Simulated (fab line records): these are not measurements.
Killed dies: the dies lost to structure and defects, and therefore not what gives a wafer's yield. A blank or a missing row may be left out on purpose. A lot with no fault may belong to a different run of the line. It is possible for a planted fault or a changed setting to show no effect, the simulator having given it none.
fab line records | flow nand_harc | part 1 of 2: steps 1 to 4 of 6
record: lots: 24 | wafers: 72 | last_day: 34
route steps=1302 shown A_STAIRCASE@752 A_SGD_CUT@906
lots untouched by any fault: they come from a run of this same line in which no faults occurred
start_h: hours from the record's opening day to when the first of the lot's shown wafers began | wait_h: hours since the lot's step before | " repeats the value in the row above | L1.1+2: several wafers, shown together as one row | - either no value or no given start | * or withheld: withheld | < > ~ a bound
route shown NAME@n: names a module that has steps shown in the file, with the first one's number in the route | usual: average and standard deviation across the fault-free wafers | same: alike in all rows | chamber/n: place in a boat | sites: readings site by site | _std_site: how widely they spread, as a standard deviation | _edge_site: mean of outer sites minus mean of inner sites | radius_mm: for every site, how far away it sits from the centre of the wafer | mask NAME#n: copy n | behind: the most recent tool/chamber to have shaped the wafer | hold: why the lot went on hold/how many hours it stayed there/how the hold came to an end | device: whichever transistor did not switch (one of n, p or np) | end of line: the tests these same wafers got at the end of their route | where a step has no rows: the recipe by itself | killed: dies that structure and defects cost at the first sort, which is not the same as the wafer's yield | map: per-die view of a wafer (x killed, . not killed, _ where there is no die)
set.NAME: setting as actually run; set.NAME@STEP: the setting as run at that earlier step | model.NAME: the simulator's own value behind a step, which no gauge read
the route's steps for a sample of lots (tables are steps, rows are wafers)
services: a tool's chamber out of use, with start hour (start_h, from the record's first day; less than 0 if before it), hours out, and reason
== steps ==
step: NHARC_A_STAIRCASE_STRIP_238
recipe: power_w: 1500 | temp_c: 250 | chemistry: O2
usual: drypump_motor_current_A: 5.7/0.45 | heater_power_w: 340/18
lot.wafer | tool            | chamber | start_h | wait_h | drypump_motor_current_A | heater_power_w | rf_hours_counter_h
L075.2    | plasma_asher-01 | 0       | 379.02  | 0.2    | 6.0                     | 310            | 5
L075.4    | "               | 0       | "       | "      | 6.0                     | 320            | -
L075.3    | "               | 1       | "       | "      | 6.3                     | 340            | -
L074.4    | plasma_asher-02 | 0       | 389.69  | 0.2    | 5.7                     | 353            | -
L074.6    | "               | 1       | "       | "      | 5.0                     | 346            | -
L074.5    | "               | 0       | "       | "      | 5.7                     | 350            | -
L077.1    | plasma_asher-02 | 1       | 391.66  | 0.2    | 5.1                     | 333            | 30
L077.6    | "               | 1       | "       | "      | 5.1                     | 340            | -
L077.5    | "               | 0       | "       | "      | 5.7                     | 356            | -
L076.2    | plasma_asher-02 | 0       | 392.84  | 0.1    | 5.7                     | 353            | 31
L076.3    | "               | 1       | "       | "      | 5.1                     | 343            | -
L076.6    | "               | 0       | "       | "      | 5.7                     | 347            | -
L078.1    | plasma_asher-01 | 1       | 403.44  | 0.1    | 6.3                     | 339            | 10
L078.4    | "               | 0       | "       | "      | 6.0                     | 304            | -
L078.6    | "               | 0       | "       | "      | 6.0                     | 313            | -
L079.1    | plasma_asher-02 | 0       | 404.37  | 0.1    | 5.7                     | 349            | 33
L079.4    | "               | 1       | "       | "      | 5.1                     | 344            | -
L079.5    | "               | 1       | "       | "      | 5.1                     | 330            | -
L080.4    | plasma_asher-01 | 0       | 420.79  | 0.2    | 6.0                     | 302            | -
L080.6    | "               | 0       | "       | "      | 6.0                     | 309            | -
L080.5    | "               | 1       | "       | "      | 6.2                     | 341            | -
L081.3    | plasma_asher-02 | 0       | 441.86  | 0.2    | 5.7                     | 368            | -
L081.4    | "               | 1       | "       | "      | 5.1                     | 340            | -
L081.6    | "               | 0       | "       | "      | 5.7                     | 358            | -
L083.2    | plasma_asher-02 | 0       | 457.02  | 0.1    | 5.7                     | 364            | 5
L083.5    | "               | 1       | "       | "      | 5.0                     | 338            | -
L083.6    | "               | 0       | "       | "      | 5.7                     | 371            | -
L082.2    | plasma_asher-01 | 1       | 457.98  | 0.1    | 6.3                     | 343            | 21
L082.4    | "               | 0       | "       | "      | 6.0                     | 305            | -
L082.5    | "               | 1       | "       | "      | 6.2                     | 348            | -
L085.3    | plasma_asher-02 | 1       | 473.21  | 0.2    | 5.0                     | 332            | -
L085.5    | "               | 1       | "       | "      | 5.1                     | 328            | -
L085.6    | "               | 0       | "       | "      | 5.7                     | 373            | -
L086.1    | plasma_asher-02 | 0       | 473.81  | 0.1    | 5.7                     | 374            | 12
L086.4    | "               | 0       | "       | "      | 5.7                     | 360            | -
L086.6    | "               | 0       | "       | "      | 5.7                     | 369            | -
L084.2    | plasma_asher-02 | 0       | 478.76  | 0.1    | 5.7                     | 372            | 13
L084.1    | "               | 1       | "       | "      | 5.0                     | 337            | 13
L084.5    | "               | 0       | "       | "      | 5.7                     | 365            | -
L087.2    | plasma_asher-02 | 1       | 510.21  | 0.1    | 5.0                     | 322            | 18
L087.6    | "               | 1       | "       | "      | 5.1                     | 329            | -
L087.5    | "               | 0       | "       | "      | 5.7                     | 371            | -
L088.1    | plasma_asher-01 | 1       | 510.97  | 0.1    | 6.2                     | 351            | 29
L088.2    | "               | 0       | "       | "      | 6.0                     | 313            | 29
L088.3    | "               | 1       | "       | "      | 6.2                     | 340            | -
L090.2    | plasma_asher-01 | 1       | 518.72  | 0.1    | 6.3                     | 340            | 31
L090.1    | "               | 0       | "       | "      | 6.0                     | 311            | 31
L090.4    | "               | 0       | "       | "      | 6.0                     | 320            | -
L089.2    | plasma_asher-02 | 1       | 521.27  | 0.1    | 5.1                     | 339            | 20
L089.3    | "               | 1       | "       | "      | 5.0                     | 327            | -
L089.4    | "               | 0       | "       | "      | 5.7                     | 367            | -
L091.3    | plasma_asher-01 | 1       | 551.38  | 0.9    | 6.3                     | 330            | -
L091.4    | "               | 0       | "       | "      | 6.0                     | 327            | -
L091.5    | "               | 0       | "       | "      | 6.0                     | 328            | -
L093.2    | plasma_asher-02 | 0       | 556.21  | 0.1    | 5.7                     | 378            | 25
L093.1    | "               | 1       | "       | "      | 5.1                     | 333            | 25
L093.5    | "               | 0       | "       | "      | 5.7                     | 377            | -
L092.2    | plasma_asher-01 | 1       | 556.56  | 0.1    | 6.3                     | 334            | 8
L092.3    | "               | 0       | "       | "      | 6.0                     | 326            | -
L092.5    | "               | 0       | "       | "      | 6.0                     | 340            | -
L094.3    | plasma_asher-01 | 1       | 560.86  | 0.2    | 6.2                     | 326            | -
L094.4    | "               | 0       | "       | "      | 6.0                     | 326            | -
L094.6    | "               | 1       | "       | "      | 6.2                     | 329            | -
L095.4    | plasma_asher-01 | 0       | 574.54  | 0.2    | 6.0                     | 335            | -
L095.5    | "               | 0       | "       | "      | 6.0                     | 332            | -
L095.6    | "               | 1       | "       | "      | 6.3                     | 334            | -
L096.4    | plasma_asher-01 | 1       | 593.30  | 0.3    | 6.2                     | 335            | -
L096.3    | "               | 0       | "       | "      | 6.0                     | 330            | -
L096.6    | "               | 1       | "       | "      | 6.3                     | 332            | -
L097.1    | plasma_asher-02 | 1       | 594.85  | 0.1    | 5.1                     | 332            | 35
L097.4    | "               | 1       | "       | "      | 5.0                     | 338            | -
L097.6    | "               | 1       | "       | "      | 5.1                     | 335            | -
step: NHARC_A_STAIRCASE_DESCUM_270
recipe: time_s: 3 | o2_flow_sccm: 200 | ar_flow_sccm: 0 | bias_power_w: 0 | chemistry: O2
usual: drypump_motor_current_A: 5.95/0.22 | o2_flow_sccm: 200.0/0.58 | oes_product_au: 0.999/0.0097 | rf_vpp_V: 57.4/0.92 | showerhead_plenum_p_Torr: 1.85/0.087 | throttle_valve_pct: 11.310/0.0094
lot.wafer | tool        | chamber | start_h | wait_h | drypump_motor_current_A | o2_flow_sccm | oes_product_au | rf_hours_counter_h | rf_vpp_V | showerhead_plenum_p_Torr | throttle_valve_pct
L075.4    | rie_diel-02 | 0       | 385.44  | -      | 5.92                    | 199.7        | 0.999          | 56                 | 58.7     | 1.80                     | 11.308
L075.2    | "           | 1       | "       | "      | 5.79                    | 200.4        | 1.002          | 55                 | 57.2     | 1.83                     | 11.300
L075.3    | "           | 2       | "       | "      | 6.10                    | 200.3        | 0.997          | 52                 | 57.8     | 1.93                     | 11.294
L074.4    | rie_diel-06 | 1       | 397.38  | -      | 6.01                    | 199.5        | 1.010          | 6                  | 58.0     | 1.98                     | 11.312
L074.6    | "           | 1       | "       | "      | 6.05                    | 199.9        | 1.020          | -                  | 57.0     | 1.98                     | 11.299
L074.5    | "           | 2       | "       | "      | 6.22                    | 200.1        | 0.979          | -                  | 57.7     | 1.84                     | 11.320
L077.1    | rie_diel-06 | 2       | 399.94  | -      | 6.22                    | 200.4        | 0.988          | 25                 | 57.8     | 1.84                     | 11.303
L077.6    | "           | 0       | "       | "      | 5.19                    | 199.7        | 1.005          | -                  | 58.7     | 1.92                     | 11.313
L077.5    | "           | 1       | "       | "      | 6.01                    | 200.2        | 1.013          | -                  | 59.2     | 1.98                     | 11.317
L076.3    | rie_diel-04 | 2       | 401.01  | -      | 6.15                    | 199.6        | 0.983          | 11                 | 57.4     | 1.82                     | 11.338
L076.2    | "           | 0       | "       | "      | 5.64                    | 198.9        | 0.997          | 13                 | 56.9     | 1.80                     | 11.294
L076.6    | "           | 2       | "       | "      | 6.18                    | 200.4        | 0.989          | -                  | 59.8     | 1.82                     | 11.317
L078.1    | rie_diel-06 | 2       | 411.54  | -      | 6.24                    | 199.2        | 0.986          | 29                 | 58.7     | 1.84                     | 11.306
L078.4    | "           | 1       | "       | "      | 6.02                    | 199.6        | 1.019          | 12                 | 58.8     | 1.98                     | 11.305
L078.6    | "           | 2       | "       | "      | 6.22                    | 200.0        | 0.972          | -                  | 55.9     | 1.84                     | 11.310
L079.4    | rie_diel-02 | 1       | 413.30  | -      | 5.81                    | 199.3        | 1.000          | 4                  | 57.5     | 1.83                     | 11.308
L079.1    | "           | 3       | "       | "      | 6.07                    | 199.1        | 0.996          | 6                  | 56.6     | 1.80                     | 11.312
L079.5    | "           | 1       | "       | "      | 5.81                    | 199.6        | 1.006          | -                  | 55.7     | 1.83                     | 11.324
L080.4    | rie_diel-02 | 2       | 427.82  | -      | 6.09                    | 200.1        | 1.009          | 8                  | 59.1     | 1.93                     | 11.313
L080.6    | "           | 3       | "       | "      | 6.08                    | 200.6        | 0.990          | -                  | 57.7     | 1.80                     | 11.318
L080.5    | "           | 0       | "       | "      | 5.95                    | 200.1        | 1.005          | -                  | 56.6     | 1.79                     | 11.310
L081.3    | rie_diel-02 | 1       | 446.92  | -      | 5.79                    | 200.6        | 1.002          | 10                 | 57.9     | 1.83                     | 11.312
L081.6    | "           | 1       | "       | "      | 5.80                    | 200.0        | 1.005          | -                  | 57.1     | 1.83                     | 11.315
L081.4    | "           | 2       | "       | "      | 6.08                    | 200.5        | 1.007          | -                  | 57.3     | 1.92                     | 11.305
L083.2    | rie_diel-04 | 2       | 464.76  | -      | 6.16                    | 200.2        | 0.986          | 31                 | 57.6     | 1.81                     | 11.313
L083.6    | "           | 1       | "       | "      | 5.94                    | 199.6        | 0.996          | -                  | 56.6     | 1.83                     | 11.312
L083.5    | "           | 2       | "       | "      | 6.16                    | 200.5        | 0.987          | -                  | 57.4     | 1.81                     | 11.305
L082.2    | rie_diel-06 | 2       | 466.43  | -      | 6.21                    | 199.4        | 0.980          | 49                 | 57.5     | 1.84                     | 11.322
L082.4    | "           | 0       | "       | "      | 5.14                    | 200.7        | 0.978          | 46                 | 59.0     | 1.91                     | 11.314
L082.5    | "           | 2       | "       | "      | 6.22                    | 200.0        | 0.987          | -                  | 57.5     | 1.84                     | 11.296
L085.3    | rie_diel-04 | 2       | 479.29  | -      | 6.15                    | 201.4        | 0.987          | 38                 | 57.7     | 1.81                     | 11.316
L085.6    | "           | 0       | "       | "      | 5.64                    | 200.5        | 1.010          | -                  | 56.3     | 1.79                     | 11.327
L085.5    | "           | 1       | "       | "      | 5.92                    | 200.6        | 0.993          | -                  | 56.4     | 1.83                     | 11.317
L086.4    | rie_diel-02 | 1       | 480.39  | -      | 5.79                    | 200.2        | 1.006          | 25                 | 57.3     | 1.82                     | 11.317
L086.1    | "           | 2       | "       | "      | 6.09                    | 199.7        | 1.006          | 25                 | 58.5     | 1.92                     | 11.312
L086.6    | "           | 1       | "       | "      | 5.81                    | 199.2        | 1.011          | -                  | 56.7     | 1.82                     | 11.309
L084.2    | rie_diel-02 | 0       | 484.10  | -      | 5.93                    | 200.3        | 1.003          | 20                 | 56.2     | 1.79                     | 11.296
L084.1    | "           | 2       | "       | "      | 6.11                    | 201.0        | 1.010          | 26                 | 57.3     | 1.92                     | 11.302
L084.5    | "           | 0       | "       | "      | 5.93                    | 199.8        | 1.001          | -                  | 56.8     | 1.79                     | 11.315
L087.2    | rie_diel-04 | 0       | 515.59  | -      | 5.65                    | 200.5        | 0.996          | 46                 | 57.5     | 1.79                     | 11.313
L087.6    | "           | 2       | "       | "      | 6.14                    | 199.5        | 0.982          | -                  | 56.5     | 1.81                     | 11.305
L087.5    | "           | 3       | "       | "      | 6.10                    | 200.5        | 0.987          | -                  | 58.4     | 1.77                     | 11.316
L088.1    | rie_diel-04 | 3       | 517.28  | -      | 6.07                    | 199.2        | 0.992          | 51                 | 57.0     | 1.77                     | 11.317
L088.3    | "           | 0       | "       | "      | 5.64                    | 199.2        | 1.016          | 47                 | 56.7     | 1.79                     | 11.309
L088.2    | "           | 1       | "       | "      | 5.98                    | 199.5        | 1.008          | 45                 | 56.9     | 1.82                     | 11.310
L090.2    | rie_diel-04 | 3       | 530.05  | -      | 6.08                    | 199.9        | 0.997          | 57                 | 58.9     | 1.77                     | 11.327
L090.4    | "           | 1       | "       | "      | 5.98                    | 199.6        | 0.998          | 50                 | 58.3     | 1.82                     | 11.331
L090.1    | "           | 2       | "       | "      | 6.13                    | 200.3        | 0.991          | 52                 | 56.5     | 1.80                     | 11.324
L089.2    | rie_diel-06 | 2       | 531.45  | -      | 6.21                    | 200.2        | 0.989          | 11                 | 56.2     | 1.83                     | 11.310
L089.3    | "           | 1       | "       | "      | 6.00                    | 200.6        | 1.002          | 8                  | 58.5     | 1.97                     | 11.297
L089.4    | "           | 3       | "       | "      | 5.78                    | 200.2        | 0.993          | -                  | 58.4     | 2.05                     | 11.317
L091.3    | rie_diel-04 | 2       | 559.89  | -      | 6.13                    | 199.0        | 1.004          | 5                  | 57.9     | 1.80                     | 11.323
L091.4    | "           | 0       | "       | "      | 5.63                    | 199.9        | 1.015          | 4                  | 56.6     | 1.78                     | 11.308
L091.5    | "           | 1       | "       | "      | 5.91                    | 200.5        | 1.010          | -                  | 56.7     | 1.82                     | 11.304
L093.1    | rie_diel-04 | 0       | 563.37  | -      | 5.67                    | 200.5        | 0.998          | 5                  | 56.8     | 1.78                     | 11.310
L093.2    | "           | 2       | "       | "      | 6.12                    | 201.0        | 0.999          | 6                  | 56.6     | 1.80                     | 11.305
L093.5    | "           | 1       | "       | "      | 5.94                    | 200.0        | 1.011          | -                  | 58.2     | 1.82                     | 11.310
L092.2    | rie_diel-02 | 3       | 564.48  | -      | 6.07                    | 199.7        | 0.984          | 52                 | 56.4     | 1.78                     | 11.329
L092.3    | "           | 1       | "       | "      | 5.82                    | 199.5        | 1.008          | 46                 | 56.4     | 1.81                     | 11.300
L092.5    | "           | 0       | "       | "      | 5.94                    | 199.4        | 0.993          | -                  | 56.3     | 1.78                     | 11.307
L094.4    | rie_diel-04 | 3       | 566.41  | -      | 6.08                    | 199.3        | 0.998          | 7                  | 57.3     | 2.07                     | 11.305
L094.3    | "           | 0       | "       | "      | 5.67                    | 200.7        | 1.014          | 6                  | 56.9     | 1.78                     | 11.338
L094.6    | "           | 2       | "       | "      | 6.11                    | 199.9        | 0.994          | -                  | 56.3     | 1.80                     | 11.304
L095.4    | rie_diel-04 | 1       | 580.45  | -      | 5.94                    | 198.6        | 1.008          | 9                  | 56.8     | 1.82                     | 11.314
L095.6    | "           | 1       | "       | "      | 5.98                    | 199.6        | 1.009          | -                  | 57.6     | 1.82                     | 11.314
L095.5    | "           | 2       | "       | "      | 6.13                    | 200.0        | 0.997          | -                  | 57.1     | 1.80                     | 11.309
L096.4    | rie_diel-02 | 1       | 599.39  | -      | 5.80                    | 199.1        | 0.993          | 10                 | 56.9     | 1.81                     | 11.307
L096.3    | "           | 2       | "       | "      | 6.13                    | 199.9        | 0.995          | 12                 | 56.4     | 1.91                     | 11.302
L096.6    | "           | 1       | "       | "      | 5.77                    | 198.6        | 1.010          | -                  | 56.9     | 1.81                     | 11.307
L097.4    | rie_diel-02 | 3       | 603.95  | -      | 6.10                    | 200.4        | 1.002          | 11                 | 55.0     | 1.78                     | 11.296
L097.1    | "           | 0       | "       | "      | 5.93                    | 200.0        | 0.992          | 9                  | 57.4     | 1.78                     | 11.304
L097.6    | "           | 2       | "       | "      | 6.15                    | 200.5        | 0.991          | -                  | 58.4     | 1.91                     | 11.314
step: NHARC_A_STAIRCASE_HM_DEP_459
recipe: target_thk_a: 15000 | temp_c: 400 | material: aC
usual: throttle_valve_pct: 34.999/0.0094
lot.wafer | tool       | chamber | start_h | wait_h | throttle_valve_pct
L075.2    | acl_dep-01 | 0       | 388.85  | 0.4    | 34.991
L075.3    | "          | 0       | "       | "      | 34.993
L075.4    | "          | 0       | "       | "      | 34.994
L074.4    | acl_dep-03 | 0       | 402.10  | 1.6    | 35.003
L074.5    | "          | 0       | "       | "      | 34.979
L074.6    | "          | 0       | "       | "      | 35.013
L077.1    | acl_dep-02 | 0       | 403.60  | 0.4    | 35.004
L077.5    | "          | 0       | 404.83  | 1.6    | 34.992
L077.6    | "          | 0       | "       | "      | 35.009
L076.2    | acl_dep-01 | 0       | 405.50  | 1.4    | 35.004
L076.3    | "          | 0       | "       | "      | 35.018
L076.6    | "          | 0       | "       | "      | 34.997
L078.1    | acl_dep-01 | 0       | 414.65  | 0.1    | 35.006
L078.4    | "          | 0       | "       | "      | 34.998
L078.6    | "          | 0       | "       | "      | 35.002
L079.1    | acl_dep-01 | 0       | 416.50  | 0.1    | 34.985
L079.4    | "          | 0       | "       | "      | 34.987
L079.5    | "          | 0       | "       | "      | 35.009
L080.4    | acl_dep-01 | 0       | 432.18  | 1.4    | 34.984
L080.5    | "          | 0       | "       | "      | 35.021
L080.6    | "          | 0       | "       | "      | 34.998
L081.3    | acl_dep-01 | 0       | 451.06  | 0.7    | 35.005
L081.4    | "          | 0       | "       | "      | 35.009
L081.6    | "          | 0       | "       | "      | 34.999
L082.2    | acl_dep-03 | 0       | 473.02  | 3.4    | 35.002
L082.4    | "          | 0       | "       | "      | 35.007
L082.5    | "          | 0       | "       | "      | 35.014
L083.2    | acl_dep-02 | 0       | 474.26  | 3.9    | 34.976
L083.5    | "          | 0       | "       | "      | 35.007
L083.6    | "          | 0       | "       | "      | 34.990
L086.1    | acl_dep-02 | 0       | 485.35  | 2.0    | 34.996
L086.4    | "          | 0       | "       | "      | 34.997
L086.6    | "          | 0       | "       | "      | 34.976
L085.3    | acl_dep-01 | 0       | 485.91  | 3.7    | 35.017
L085.5    | "          | 0       | "       | "      | 34.998
L085.6    | "          | 0       | "       | "      | 34.987
L084.1    | acl_dep-01 | 0       | 489.52  | 2.4    | 34.999
L084.2    | "          | 0       | "       | "      | 34.993
L084.5    | "          | 0       | "       | "      | 34.995
L087.2    | acl_dep-01 | 0       | 521.41  | 2.9    | 35.003
L087.5    | "          | 0       | "       | "      | 34.998
L087.6    | "          | 0       | "       | "      | 35.003
L088.1    | acl_dep-03 | 0       | 525.75  | 5.4    | 34.990
L088.2    | "          | 0       | "       | "      | 35.017
L088.3    | "          | 0       | "       | "      | 35.007
L090.1    | acl_dep-02 | 0       | 533.97  | 0.9    | 34.997
L090.2    | "          | 0       | "       | "      | 34.996
L090.4    | "          | 0       | "       | "      | 34.982
L089.2    | acl_dep-02 | 0       | 536.12  | 1.1    | 34.999
L089.3    | "          | 0       | "       | "      | 34.979
L089.4    | "          | 0       | "       | "      | 34.990
L091.3    | acl_dep-02 | 0       | 563.52  | 0.7    | 35.016
L091.4    | "          | 0       | "       | "      | 35.015
L091.5    | "          | 0       | "       | "      | 34.997
L093.1    | acl_dep-02 | 0       | 566.68  | 0.2    | 35.002
L093.2    | "          | 0       | "       | "      | 35.007
L093.5    | "          | 0       | "       | "      | 34.991
L092.2    | acl_dep-01 | 0       | 568.75  | 1.3    | 34.997
L092.3    | "          | 0       | "       | "      | 34.984
L092.5    | "          | 0       | "       | "      | 35.010
L094.3    | acl_dep-01 | 0       | 570.86  | 1.1    | 35.020
L094.4    | "          | 0       | "       | "      | 35.005
L094.6    | "          | 0       | "       | "      | 34.996
L095.4    | acl_dep-02 | 0       | 584.89  | 1.0    | 34.994
L095.5    | "          | 0       | "       | "      | 35.007
L095.6    | "          | 0       | "       | "      | 34.999
L096.3    | acl_dep-02 | 0       | 607.09  | 4.7    | 34.999
L096.4    | "          | 0       | "       | "      | 35.005
L096.6    | "          | 0       | "       | "      | 34.994
L097.1    | acl_dep-01 | 0       | 614.01  | 7.1    | 34.990
L097.4    | "          | 0       | "       | "      | 35.012
L097.6    | "          | 0       | "       | "      | 35.005
step: NHARC_A_STAIRCASE_DEP_151
recipe: target_thk_a: 72000 | temp_c: 400 | target_thk_nm: 7200 | teos_flow_sccm: 200 | rf_w: 500 | material: SiO2
usual: heater_power_w: 670/94 | mfc_precursor_sccm: 199.9/0.57
lot.wafer | tool     | chamber | start_h | wait_h | heater_power_w | mfc_precursor_sccm
L075.2    | pecvd-01 | 1       | 416.62  | 0.4    | 918            | 200.2
L075.3    | "        | 0       | "       | "      | 674            | 200.2
L075.4    | "        | 2       | "       | "      | 659            | 199.8
L076.2    | pecvd-04 | 2       | 428.81  | 0.4    | 833            | 200.1
L076.3    | "        | 0       | "       | "      | 578            | 200.1
L076.6    | "        | 0       | "       | "      | 564            | 200.5
L077.1    | pecvd-02 | 2       | 428.91  | 0.5    | 803            | 200.7
L077.5    | "        | 1       | "       | "      | 567            | 200.5
L077.6    | "        | 0       | "       | "      | 548            | 199.5
L074.5    | pecvd-01 | 0       | 429.10  | 0.7    | 674            | 199.8
L074.6    | "        | 1       | "       | "      | 783            | 199.7
L074.4    | "        | 2       | "       | "      | 662            | 199.9
L078.1    | pecvd-04 | 0       | 437.69  | 0.6    | 636            | 199.8
L078.4    | "        | 2       | "       | "      | 770            | 199.4
L078.6    | "        | 0       | "       | "      | 579            | 199.8
L079.1    | pecvd-02 | 1       | 441.27  | 0.6    | 697            | 200.5
L079.5    | "        | 2       | "       | "      | 679            | 199.9
L079.4    | "        | 1       | "       | "      | 563            | 200.5
L080.5    | pecvd-02 | 2       | 456.09  | 0.7    | 656            | 199.0
L080.6    | "        | 0       | "       | "      | 549            | 199.5
L080.4    | "        | 1       | "       | "      | 563            | 200.4
L081.3    | pecvd-04 | 0       | 475.44  | 0.6    | 672            | 200.3
L081.6    | "        | 2       | "       | "      | 714            | 200.1
L081.4    | "        | 0       | "       | "      | 542            | 200.3
L082.2    | pecvd-04 | 2       | 496.70  | 0.4    | 881            | 200.2
L082.4    | "        | 2       | "       | "      | 718            | 199.8
L082.5    | "        | 0       | "       | "      | 543            | 199.8
L083.2    | pecvd-02 | 2       | 496.89  | 0.6    | 686            | 199.7
L083.5    | "        | 0       | "       | "      | 536            | 200.0
L083.6    | "        | 1       | "       | "      | 578            | 199.5
L086.1    | pecvd-01 | 0       | 509.32  | 0.5    | 741            | 201.2
L086.6    | "        | 2       | "       | "      | 612            | 200.3
L086.4    | "        | 0       | "       | "      | 638            | 199.3
L085.3    | pecvd-04 | 2       | 509.41  | 0.6    | 819            | 199.2
L085.5    | "        | 0       | "       | "      | 543            | 200.1
L085.6    | "        | 2       | "       | "      | 731            | 199.3
L084.1    | pecvd-04 | 2       | 512.45  | 0.4    | 826            | 200.3
L084.2    | "        | 1       | "       | "      | 673            | 200.6
L084.5    | "        | 0       | "       | "      | 546            | 199.9
L087.2    | pecvd-02 | 2       | 547.41  | 0.5    | 792            | 200.3
L087.6    | "        | 1       | "       | "      | 560            | 200.2
L087.5    | "        | 0       | "       | "      | 539            | 199.6
L088.3    | pecvd-02 | 2       | 554.93  | 0.4    | 709            | 199.4
L088.2    | "        | 0       | "       | "      | 629            | 200.1
L088.1    | "        | 1       | "       | "      | 717            | 198.9
L090.1    | pecvd-04 | 2       | 559.55  | 0.4    | 897            | 199.7
L090.2    | "        | 1       | "       | "      | 651            | 200.1
L090.4    | "        | 1       | "       | "      | 604            | 200.4
L089.3    | pecvd-01 | 1       | 564.85  | 0.4    | 806            | 199.7
L089.2    | "        | 2       | "       | "      | 642            | 200.0
L089.4    | "        | 2       | "       | "      | 623            | 199.8
L093.1    | pecvd-02 | 1       | 587.69  | 0.4    | 639            | 200.6
L093.2    | "        | 2       | "       | "      | 789            | 198.9
L093.5    | "        | 0       | "       | "      | 542            | 200.1
L091.3    | pecvd-01 | 0       | 587.87  | 0.6    | 644            | 200.4
L091.5    | "        | 2       | "       | "      | 620            | 198.5
L091.4    | "        | 0       | "       | "      | 633            | 200.0
L092.3    | pecvd-01 | 1       | 591.83  | 0.4    | 856            | 200.0
L092.2    | "        | 0       | "       | "      | 624            | 200.4
L092.5    | "        | 2       | "       | "      | 594            | 199.5
L094.3    | pecvd-04 | 1       | 592.03  | 0.6    | 722            | 200.5
L094.4    | "        | 2       | "       | "      | 700            | 199.4
L094.6    | "        | 1       | "       | "      | 605            | 200.5
L095.4    | pecvd-04 | 1       | 614.44  | 0.7    | 589            | 198.5
L095.6    | "        | 2       | "       | "      | 714            | 200.2
L095.5    | "        | 0       | "       | "      | 548            | 200.2
L097.1    | pecvd-01 | 2       | 640.79  | 0.5    | 687            | 199.4
L097.4    | "        | 1       | "       | "      | 683            | 200.0
L097.6    | "        | 2       | "       | "      | 620            | 199.3
L096.3    | pecvd-02 | 0       | 641.03  | 0.7    | 606            | 200.2
L096.6    | "        | 1       | "       | "      | 533            | 201.1
L096.4    | "        | 0       | "       | "      | 519            | 200.4
